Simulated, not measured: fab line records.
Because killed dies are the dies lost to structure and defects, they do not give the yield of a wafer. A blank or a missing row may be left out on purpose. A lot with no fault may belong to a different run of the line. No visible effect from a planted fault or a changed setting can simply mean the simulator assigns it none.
Which tool is to blame?    flow nand_harc    24 lots, 72 wafers sampled, at 4 steps of a route of 1302

== WHAT EACH GAUGE READ, for each wafer ==
NHARC_P_M2_INSPECT_27.
lot   measured      on                 raw_defect_count
L075  day 6 20:46   defect_inspect-01  257 234 315
L074  day 6 21:32   defect_inspect-02  234 498 335
L076  day 7 10:40   defect_inspect-02  156 266 187
L077  day 8 04:37   defect_inspect-01  243 152 172
L078  day 8 07:23   defect_inspect-02  345 228 232
L079  day 8 16:47   defect_inspect-01  378 305 386
L080  day 9 02:29   defect_inspect-02  365 322 331
L081  day 9 11:02   defect_inspect-02  366 171 249
L082  day 9 20:05   defect_inspect-02  391 274 158
L083  day 10 02:12  defect_inspect-01  229 313 314
L084  day 10 15:56  defect_inspect-02  219 379 297
L085  day 10 22:43  defect_inspect-01  308 416 484
L086  day 11 22:01  defect_inspect-01  456 216 321
L087  day 12 14:12  defect_inspect-02  322 315 226
L088  day 12 14:54  defect_inspect-02  386 506 686
L089  day 13 01:49  defect_inspect-01  454 228 235
L090  day 13 11:49  defect_inspect-01  425 525 640
L091  day 14 01:19  defect_inspect-01  507 620 364
L092  day 14 09:26  defect_inspect-02  251 243 396
L093  day 14 16:14  defect_inspect-02  290 315 165
L094  day 14 19:57  defect_inspect-01  208 378 296
L095  day 15 07:34  defect_inspect-02  389 318 328
L096  day 15 17:10  defect_inspect-02  163 207 181
L097  day 15 22:10  defect_inspect-02  639 355 317

== WHICH TOOL RAN EACH LOT (tool, then ch and the chambers of the sampled wafers, then the start) ==
lot   NHARC_P_M1_PRE_CLEAN_32          NHARC_P_M1_DEP_33                NHARC_P_M2_ETCH_15
L075  pecvd-02 ch 0,1,2, day 6 16:36   pecvd-02 ch 0,1,2, day 6 16:41   rie_diel-01 ch 0,3, day 6 20:46 or earlier
L074  pecvd-02 ch 0,2, day 6 17:27     pecvd-02 ch 0,2, day 6 17:35     rie_diel-01 ch 0,2, day 6 21:32 or earlier
L076  pecvd-01 ch 0,1,2, day 7 06:32   pecvd-01 ch 0,1,2, day 7 06:37   rie_diel-01 ch 0,1,2, day 7 10:40 or earlier
L077  pecvd-02 ch 0,2, day 8 00:37     pecvd-02 ch 0,2, day 8 00:44     rie_diel-01 ch 0,1,3, day 8 04:37 or earlier
L078  pecvd-01 ch 0,1,2, day 8 03:27   pecvd-01 ch 0,1,2, day 8 03:34   rie_diel-08 ch 0,2,3, day 8 07:23 or earlier
L079  pecvd-01 ch 0,1,2, day 8 12:44   pecvd-01 ch 0,1,2, day 8 12:50   rie_diel-13 ch 0,2,3, day 8 16:47 or earlier
L080  pecvd-02 ch 0,2, day 8 21:59     pecvd-02 ch 0,2, day 8 22:07     rie_diel-13 ch 2,3, day 9 02:29 or earlier
L081  pecvd-01 ch 0,2, day 9 02:33     pecvd-01 ch 0,2, day 9 02:38     rie_diel-08 ch 1,2,3, day 9 11:02 or earlier
L082  pecvd-03 ch 0,1,2, day 9 16:01   pecvd-03 ch 0,1,2, day 9 16:11   rie_diel-08 ch 2,3, day 9 20:05 or earlier
L083  pecvd-01 ch 0,1, day 9 21:51     pecvd-01 ch 0,1, day 9 22:06     rie_diel-08 ch 0,1,2, day 10 02:12 or earlier
L084  pecvd-01 ch 0,2, day 10 11:50    pecvd-01 ch 0,2, day 10 11:55    rie_diel-08 ch 2,3, day 10 15:56 or earlier
L085  pecvd-01 ch 0,1,2, day 10 18:38  pecvd-01 ch 0,1,2, day 10 18:43  rie_diel-08 ch 0,2,3, day 10 22:43 or earlier
L086  pecvd-01 ch 1,2, day 11 17:56    pecvd-01 ch 1,2, day 11 18:01    rie_diel-13 ch 0,3, day 11 22:01 or earlier
L087  pecvd-01 ch 0,1,2, day 12 10:07  pecvd-01 ch 0,1,2, day 12 10:11  rie_diel-01 ch 0,2, day 12 14:12 or earlier
L088  pecvd-02 ch 0,1, day 12 10:46    pecvd-02 ch 0,1, day 12 10:51    rie_diel-08 ch 1,2,3, day 12 14:54 or earlier
L089  pecvd-01 ch 1,2, day 12 21:42    pecvd-01 ch 1,2, day 12 21:47    rie_diel-13 ch 0,1,3, day 13 01:49 or earlier
L090  pecvd-01 ch 0,2, day 13 07:44    pecvd-01 ch 0,2, day 13 07:51    rie_diel-01 ch 1,2,3, day 13 11:49 or earlier
L091  pecvd-01 ch 0,2, day 13 20:47    pecvd-01 ch 0,2, day 13 20:55    rie_diel-01 ch 0,1,2, day 14 01:19 or earlier
L092  pecvd-03 ch 0,2, day 14 05:29    pecvd-03 ch 0,2, day 14 05:35    rie_diel-08 ch 0,1,2, day 14 09:26 or earlier
L093  pecvd-03 ch 0,1, day 14 12:08    pecvd-03 ch 0,1, day 14 12:15    rie_diel-13 ch 0,2,3, day 14 16:14 or earlier
L094  pecvd-03 ch 0,1,2, day 14 15:52  pecvd-03 ch 0,1,2, day 14 15:56  rie_diel-13 ch 0,1,2, day 14 19:57 or earlier
L095  pecvd-01 ch 0,1,2, day 15 03:28  pecvd-01 ch 0,1,2, day 15 03:38  rie_diel-08 ch 0,3, day 15 07:34 or earlier
L096  pecvd-01 ch 0,1,2, day 15 13:03  pecvd-01 ch 0,1,2, day 15 13:08  rie_diel-01 ch 0,2, day 15 17:10 or earlier
L097  pecvd-02 ch 0,1,2, day 15 17:54  pecvd-02 ch 0,1,2, day 15 18:01  rie_diel-01 ch 0,2,3, day 15 22:10 or earlier
- NHARC_P_M1_PRE_CLEAN_32: time 12 s.
- NHARC_P_M1_DEP_33: deposits SiCN, target thk 30 nm.
- NHARC_P_M2_ETCH_15: etches the open film in C4F8/Ar, target depth 182.5 nm, time 91.2 s.

== AS READ BY THE TOOLS THEMSELVES (means over the sampled wafers that have a number; for cases with no such wafer, the mark the record gives instead) ==
NHARC_P_M1_PRE_CLEAN_32.
lot   tool      heater_power_w (W)
L075  pecvd-02  648
L074  pecvd-02  606
L076  pecvd-01  687
L077  pecvd-02  614
L078  pecvd-01  654
L079  pecvd-01  687
L080  pecvd-02  640
L081  pecvd-01  748
L082  pecvd-03  624
L083  pecvd-01  656
L084  pecvd-01  721
L085  pecvd-01  687
L086  pecvd-01  698
L087  pecvd-01  607
L088  pecvd-02  661
L089  pecvd-01  648
L090  pecvd-01  693
L091  pecvd-01  717
L092  pecvd-03  711
L093  pecvd-03  555
L094  pecvd-03  640
L095  pecvd-01  733
L096  pecvd-01  725
L097  pecvd-02  651

NHARC_P_M1_DEP_33.
lot   tool      heater_power_w (W)
L075  pecvd-02  562
L074  pecvd-02  551
L076  pecvd-01  614
L077  pecvd-02  616
L078  pecvd-01  589
L079  pecvd-01  648
L080  pecvd-02  575
L081  pecvd-01  674
L082  pecvd-03  563
L083  pecvd-01  607
L084  pecvd-01  682
L085  pecvd-01  631
L086  pecvd-01  616
L087  pecvd-01  608
L088  pecvd-02  562
L089  pecvd-01  548
L090  pecvd-01  700
L091  pecvd-01  633
L092  pecvd-03  658
L093  pecvd-03  559
L094  pecvd-03  563
L095  pecvd-01  702
L096  pecvd-01  664
L097  pecvd-02  574

NHARC_P_M2_ETCH_15.
lot   tool         chamber_pressure_mTorr (mTorr)  oes_product_au (a.u.)  rf_vpp_V (V)
L075  rie_diel-01  24.996                          0.936                  443
L074  rie_diel-01  25.033                          0.929                  442
L076  rie_diel-01  25.009                          0.935                  443
L077  rie_diel-01  25.010                          0.934                  443
L078  rie_diel-08  24.985                          0.941                  437
L079  rie_diel-13  24.992                          0.965                  438
L080  rie_diel-13  25.021                          0.928                  436
L081  rie_diel-08  25.001                          0.991                  438
L082  rie_diel-08  25.015                          0.969                  439
L083  rie_diel-08  24.994                          0.966                  439
L084  rie_diel-08  25.005                          0.960                  441
L085  rie_diel-08  25.008                          0.952                  438
L086  rie_diel-13  25.005                          0.927                  439
L087  rie_diel-01  25.002                          0.928                  443
L088  rie_diel-08  25.004                          0.957                  439
L089  rie_diel-13  25.005                          0.918                  438
L090  rie_diel-01  25.009                          0.923                  442
L091  rie_diel-01  24.983                          0.943                  442
L092  rie_diel-08  25.010                          0.914                  439
L093  rie_diel-13  24.991                          0.922                  436
L094  rie_diel-13  25.004                          0.924                  437
L095  rie_diel-08  24.993                          0.930                  437
L096  rie_diel-01  24.992                          0.930                  441
L097  rie_diel-01  25.002                          0.933                  443

== THE ANSWER, worked out from the rows above alone ==
Rule: the usual values come from the lots themselves. The widest of any qualifying gaps counts: lots, ordered by their means at a reading, are off when they make up no more than a third of the lots, leave a main group of 4 or more, and stand apart from it by 3 or more times the standard deviation of that group's means. A main group is skipped when, at the precision printed for the reading in the tables above, its means are all equal. A lot without any number at a reading at which 4 lots or more have one is off too. Any other lot the step has rows for is counted as sound. After the gauges, taken in route order, come the tools' own readings; for these a lot's mean is taken, as printed above. The first step at which some lot is off is used, and at that step the reading that is off furthest; a lot without a number counts as furthest.
None of the lots is off at any reading shown; this tells nothing.

== WHAT WAS PUT IN BY THE SIMULATOR ==
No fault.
